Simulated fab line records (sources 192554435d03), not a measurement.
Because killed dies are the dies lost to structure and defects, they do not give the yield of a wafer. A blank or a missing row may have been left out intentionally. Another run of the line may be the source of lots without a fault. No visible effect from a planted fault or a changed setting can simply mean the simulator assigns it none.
Split-lot experiment	flow n5_finfet	21 wafers read across 7 lots, on a route 1938 steps long

ON THE SPLIT
At N5_GATE_CUT_ETCH_58 (etches SiNx in CH3F/O2, target depth 17 nm, time 128.6 s), the setting time_s was moved away from the recipe's 128.6 s on 5 of the 21 wafers read, by -9.6% to +7.2%. All remaining wafers had this setting at the recipe value.

The split's own step is where the reading is taken.

THE READING
etch.depth_nm (the simulator's own value, which no gauge read), in nm, at N5_GATE_CUT_ETCH_58 (etches SiNx in CH3F/O2, target depth 17 nm, time 128.6 s). The file does not state a usual value for it. Across the 16 wafers here that went through the recipe, the average is 16.79 nm and the standard deviation 0.31 nm.

wafer	tool, chamber at the split	time_s as run, s	against the recipe	etch.depth_nm, nm	against lot-mates on the recipe
L076.1	rie_diel-04, 2	137	+6.5%	18	+1.32
L076.2	rie_diel-04, 1	128.6	recipe	16.68	-
L076.6	rie_diel-04, 2	137	+6.5%	18.09	+1.41
L074.4	rie_diel-04, 0	128.6	recipe	16.54	-
L074.5	rie_diel-04, 1	116.3	-9.6%	15.13	-2.01
L074.6	rie_diel-04, 3	128.6	recipe	17.75	-
L080.1	rie_diel-02, 3	128.6	recipe	16.49	-
L080.2	rie_diel-02, 2	128.6	recipe	16.48	-
L080.5	rie_diel-02, 3	128.6	recipe	16.38	-
L084.2	rie_diel-02, 0	128.6	recipe	16.86	-
L084.3	rie_diel-02, 1	128.6	recipe	16.67	-
L084.6	rie_diel-02, 3	128.6	recipe	16.65	-
L088.1	rie_diel-02, 3	128.6	recipe	16.7	-
L088.2	rie_diel-02, 1	128.6	recipe	16.88	-
L088.5	rie_diel-02, 1	128.6	recipe	16.91	-
L093.1	rie_diel-06, 2	137.9	+7.2%	17.63	+0.73
L093.3	rie_diel-06, 3	128.6	recipe	16.9	-
L093.6	rie_diel-06, 0	137.9	+7.2%	18.8	+1.90
L097.1	rie_diel-06, 1	128.6	recipe	17.11	-
L097.2	rie_diel-06, 3	128.6	recipe	16.87	-
L097.6	rie_diel-06, 3	128.6	recipe	16.85	-

FIT RESULTS
A straight line over all 21 wafers: etch.depth_nm changes by +0.187 nm for each +1% of time_s; r = +0.90; the points scatter about the line by 0.34 nm.
The same after taking each lot's own level away (the mean of its wafers on the recipe; 21 wafers): +0.2 nm for each +1%; r = +0.93; scatter 0.29 nm.
Per that fit: largest time_s move, reading shift of 1.9 nm.
The span of the lots' own levels, 16.450 to 17.145 nm, comes to 2.2 times the standard deviation stated above.
The two slopes are in agreement: the lot-to-lot level therefore moves the slope only a little.
Check: -1.85 nm against its lot-mates is what the line predicts for one of the wafers moved furthest among these (-9.6%) when that wafer is left out of the fit. Against them it came out at -2.01 nm.

THESE WAFERS: OTHER SPLITS
Other splits were also applied to these wafers ahead of the reading. Each is held against what the fit with the lots' levels taken away leaves over:
other split on the same wafers	wafers away from the commonest value	r with etch.depth_nm (lot level and that fit taken away)
N5_HKMG_FIN_HK_ALD_01 ald_cycles	5	+0.20

THE FILE'S OWN FIT
etch.depth_nm changes by +0.202 nm for each +1% of time_s, r = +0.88.
